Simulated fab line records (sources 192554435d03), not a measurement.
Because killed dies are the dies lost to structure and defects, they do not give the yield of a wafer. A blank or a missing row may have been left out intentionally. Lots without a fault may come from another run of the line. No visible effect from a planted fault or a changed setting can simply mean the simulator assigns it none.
Split-lot trial    flow n5_finfet    route with 1938 steps; 7 lots, 39 wafers read

THE SPLIT
At N5_MOL_CONTACT_COAG_CONTACT_ETCH_14 (etches SiO2 in C4F6/O2, target depth 27.5 nm, overetch 8.5 nm, time 20 s), the setting time_s was moved away from the recipe's 20 s on 12 of the 39 wafers read, by -43.4% to +41.2%. The other wafers ran this setting at the recipe's value.

The split's own step is where the reading is taken.

THE READING
SOC_of_MOL_CONTACT_COAG_COAT_103.thk_nm (the simulator's own value, which no gauge read), in nm, at N5_MOL_CONTACT_COAG_CONTACT_ETCH_14 (etches SiO2 in C4F6/O2, target depth 27.5 nm, overetch 8.5 nm, time 20 s). The file gives no usual value for it. The 27 wafers here that ran the recipe average 78.6 nm, standard deviation 0.23 nm.

wafer   tool, chamber at the split  time_s as run, s  against the recipe  SOC_of_MOL_CONTACT_COAG_COAT_103.thk_nm, nm  against lot-mates on the recipe
L075.1  rie_diel-04, 1,0            20                recipe              78.2                                         -
L075.3  rie_diel-04, 1,0            20                recipe              78.2                                         -
L075.2  rie_diel-04, 3              20                recipe              78                                           -
L075.4  rie_diel-04, 2              23.81             +19.0%              77.8                                         -0.3
L075.5  rie_diel-04, 2,3            23.81             +19.0%              78                                           -0.1
L075.6  rie_diel-04, 2,3            23.81             +19.0%              78                                           -0.1
L081.1  rie_diel-04, 0,1            28.24             +41.2%              78                                           -0.9
L081.2  rie_diel-04, 0,1            28.24             +41.2%              78                                           -0.9
L081.3  rie_diel-04, 2              20                recipe              79                                           -
L081.4  rie_diel-04, 3,2            20                recipe              78.8                                         -
L081.5  rie_diel-04, 3,2            20                recipe              78.8                                         -
L081.6  rie_diel-04, 1              28.24             +41.2%              78.2                                         -0.7
L082.1  rie_diel-03, 2,0,1,2,1      20                recipe              78.6                                         -
L082.2  rie_diel-03, 2,0,1,2,1      20                recipe              78.6                                         -
L082.3  rie_diel-03, 2,0,1,2,1      20                recipe              78.6                                         -
L082.5  rie_diel-03, 2,0,1,2,1      20                recipe              78.6                                         -
L082.6  rie_diel-03, 2,0,1,2,1      20                recipe              78.6                                         -
L082.4  rie_diel-03, 3              20                recipe              78.4                                         -
L084.3  rie_diel-03, 2,3            20                recipe              78.8                                         -
L084.6  rie_diel-03, 2,3            20                recipe              78.8                                         -
L084.5  rie_diel-03, 2              20                recipe              79                                           -
L087.1  rie_diel-03, 1,2            20                recipe              78.6                                         -
L087.3  rie_diel-03, 1,2            20                recipe              78.6                                         -
L087.2  rie_diel-03, 3,0,0,1        20                recipe              78.8                                         -
L087.4  rie_diel-03, 3,0,0,1        20                recipe              78.8                                         -
L087.5  rie_diel-03, 3,0,0,1        20                recipe              78.8                                         -
L087.6  rie_diel-03, 3,0,0,1        20                recipe              78.8                                         -
L096.1  rie_diel-01, 2,1            20                recipe              78.4                                         -
L096.4  rie_diel-01, 2,1            20                recipe              78.4                                         -
L096.2  rie_diel-01, 1              24.56             +22.8%              77.8                                         -0.7
L096.3  rie_diel-01, 0              24.56             +22.8%              78                                           -0.5
L096.5  rie_diel-01, 0              24.56             +22.8%              78.2                                         -0.3
L096.6  rie_diel-01, 2              20                recipe              78.6                                         -
L097.1  rie_diel-01, 0              20                recipe              78.6                                         -
L097.4  rie_diel-01, 0              20                recipe              78.6                                         -
L097.2  rie_diel-01, 2              20                recipe              78.4                                         -
L097.3  rie_diel-01, 1              11.33             -43.4%              79.2                                         +0.7
L097.6  rie_diel-01, 1              11.33             -43.4%              79.2                                         +0.7
L097.5  rie_diel-01, 2              11.33             -43.4%              79.4                                         +0.9
Rows listing several chambers each stand for several wafers; the file does not say which wafer went through which chamber.

FIT RESULTS
A straight line over all 39 wafers: SOC_of_MOL_CONTACT_COAG_COAT_103.thk_nm changes by -0.0171 nm for each +1% of time_s; r = -0.80; the points scatter about the line by 0.24 nm.
The same after taking each lot's own level away (the mean of its wafers on the recipe; 39 wafers): -0.0177 nm for each +1%; r = -0.95; scatter 0.11 nm.
On that fit, the largest move of time_s shifts the reading by 0.77 nm.
Measured against the standard deviation above, the lots' own levels, which go from 78.13 to 78.87 nm, span 3.1 times it.
So the lot-to-lot level blurs the effect unless lot-mates are compared.
Check: with one of the wafers moved furthest among these (-43.4%) left out of the fit, the line predicts +0.79 nm for it against its lot-mates. It came out at +0.667 nm against them.

ADDITIONAL SPLITS CARRIED BY THESE WAFERS
Note: prior to the reading, these wafers also went through further splits. Each is held against what the fit with the lots' levels taken away leaves over:
other split on the same wafers  wafers away from the commonest value  r with SOC_of_MOL_CONTACT_COAG_COAT_103.thk_nm (lot level and that fit taken away)
N5_SPACER0_ALD_00 ald_cycles    15                                    -0.11

THE FILE'S OWN FIT
SOC_of_MOL_CONTACT_COAG_COAT_103.thk_nm changes by -0.0178 nm for each +1% of time_s, r = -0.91.
